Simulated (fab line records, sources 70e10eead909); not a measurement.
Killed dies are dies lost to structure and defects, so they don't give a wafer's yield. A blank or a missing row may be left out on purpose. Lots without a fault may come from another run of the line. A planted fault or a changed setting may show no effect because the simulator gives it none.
Problem report in the 8D (eight disciplines) form, filled by code | flow nand_harc | the parts of the form that need people (team, actions taken, sign-off) are left out

1. THE PROBLEM
time_to_endpoint_s at NHARC_P_M2_CMP_23 reads a mean of 15.5 s on 1 wafer of 1 lot; wafers without a fault read 28.3 s with a standard deviation of 2.5. That is -5.1 standard deviations from the usual mean.
The step: polishes, t overpolish 20 s, target thk 144.3 nm.
First seen on wafer L192.3, day 8 01:32, on cmp-02. The record holds 36 wafers of 12 lots with a number at this step. Rule for "out", or "out of limits": more than 4 standard deviations from the usual mean. The other wafers with a number count as sound.

2. WHAT IT IS AND WHAT IT IS NOT
question                    | is                 | is not
which readings at this step | time_to_endpoint_s | motor_current_A, slurry_flow_ml_min
which lots                  | L192               | L185, L186, L187, L188, L189, L190, L201, L202, L204, L206, L208
which wafers of those lots  | L192.3             | L192.1, L192.5
read on which tools         | cmp-02             | cmp-01, cmp-04
when                        | from day 8 01:32   | up to then (20 sound wafers); but 15 sound wafers of L201, L202, L204, L206, L208 came after

3. SUSPECTS, AND WHAT RULES EACH OUT
Counting: a tool at a process step up to the reading stays a suspect if it ran every lot that is out. Sound lots after the first of them don't rule it out here, since some wafers of a struck lot are sound.
- rie_diel-07 at NHARC_P_M2_DESCUM_14 (chemistry O2, time 3 s): kept. It ran the lot that is out, L192 (day 7 23:22); its last sound lot up to then is L188 (day 6 22:19).
- ecd_cu-01 at NHARC_P_M2_ECD_22 (material Cu, target thk 400 nm): kept. It ran the lot that is out, L192 (day 8 00:49); its last sound lot up to then is L190 (day 7 04:38).
- cmp-02 at NHARC_P_M2_CMP_23 (polishes, t overpolish 20 s, target thk 144.3 nm): kept. It ran the lot that is out, L192 (day 8 01:32); its last sound lot up to then is L190 (day 7 05:25). Its own readings are out on those wafers: time_to_endpoint_s.
- Within rie_diel-07 at NHARC_P_M2_DESCUM_14: the wafers that are out ran in chamber 2; their sound lot-mates ran in chamber 1.
- Within cmp-02 at NHARC_P_M2_CMP_23: the wafers that are out ran in chamber 0; their sound lot-mates ran in chambers 1, 3.
Left after counting: rie_diel-07 at NHARC_P_M2_DESCUM_14, ecd_cu-01 at NHARC_P_M2_ECD_22, cmp-02 at NHARC_P_M2_CMP_23.

4. THE CAUSE (what the simulator had put in)
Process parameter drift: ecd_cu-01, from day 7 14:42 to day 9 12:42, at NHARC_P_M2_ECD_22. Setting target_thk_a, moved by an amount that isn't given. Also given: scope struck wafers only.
Counting left 3 suspects, and this tool is among them.

5. THE CHAIN OF EFFECTS, in route order
Each row: a reading whose mean over the struck wafers that have a number lies more than 3 standard deviations from the usual. Only readings for which the record gives a usual standard deviation are gone through. hours: the time from each lot's start at the first step in this table that gives one to its start at this step, as a median over the lots. sigmas: the change in usual standard deviations.
hours | step              | reading            | usual  | on struck wafers | change | sigmas
0     | NHARC_P_M2_CMP_23 | time_to_endpoint_s | 28.3 s | 15.5             | -12.8  | -5.1
The process steps in it:
- NHARC_P_M2_CMP_23: polishes, t overpolish 20 s, target thk 144.3 nm.

6. WHAT WOULD HAVE CAUGHT IT SOONER
In this record the first reading out of limits was taken at day 8 01:32, 11 hours after the fault began at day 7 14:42.
All the lots that are out (1) had begun NHARC_P_M2_ECD_22 on ecd_cu-01 by day 8 01:32. A hold on the tool at that time would have spared none of them.
